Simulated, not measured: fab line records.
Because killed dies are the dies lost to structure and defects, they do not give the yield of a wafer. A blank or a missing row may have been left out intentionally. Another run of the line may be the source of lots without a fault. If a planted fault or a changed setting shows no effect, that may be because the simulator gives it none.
Chamber matching + flow nandHarc + NHARC_P_STI_ETCH_42 on rieDiel-10 has 4 sister chambers
The step etches the open film in N2/H2, target depth 80 nm, overetch 24 nm, time 61 s. 8 wafers are shown with their chamber, then 7 later ones without.

## EACH WAFER AND ITS CHAMBER
| wafer  | chamber | drypumpMotorCurrentA (A) | rfVppV (V) |
|--------|---------|--------------------------|------------|
| L074.1 | 0       | 5.5                      | 435        |
| L076.3 | 0       | 5.5                      | 434        |
| L076.4 | 1       | 5.3                      | 426        |
| L082.2 | 2       | 5.1                      | 433        |
| L082.5 | 2       | 5.1                      | 432        |
| L082.6 | 3       | 5.6                      | 429        |
| L085.1 | 3       | 5.6                      | 428        |
| L085.4 | 1       | 5.4                      | 428        |

## WAFERS WITHOUT THEIR CHAMBER
| wafer  | drypumpMotorCurrentA (A) | rfVppV (V) |
|--------|--------------------------|------------|
| L085.5 | 5.1                      | 433        |
| L088.3 | 5.4                      | 427        |
| L088.4 | 5.6                      | 429        |
| L088.6 | 5.5                      | 434        |
| L096.2 | 5.5                      | 434        |
| L096.3 | 5.3                      | 425        |
| L096.6 | 5.6                      | 428        |

## CHAMBER TAKEN BY EACH
| wafer  | from the rows above | in truth |
|--------|---------------------|----------|
| L085.5 | 2                   | 2        |
| L088.3 | 1                   | 1        |
| L088.4 | 3                   | 3        |
| L088.6 | 0                   | 0        |
| L096.2 | 0                   | 0        |
| L096.3 | 1                   | 1        |
| L096.6 | 3                   | 3        |
7 of 7 placed correctly. Number that these rows cannot place: 0. 0 placed wrongly.
How it was worked out, from the rows above alone: a wafer's distance from a chamber is the root of the sum, over the readings, of the square of ((its reading less the chamber's mean) divided by the reading's scatter). If the next closest chamber is less than 2 further off than the closest, the wafer can't be placed; otherwise it belongs to the closest. The mean given for a chamber averages the wafers shown for that chamber. The scatter: take each reading less its chamber's mean, square it, sum over the shown wafers, divide by the number of wafers less the number of chambers, and take the root.
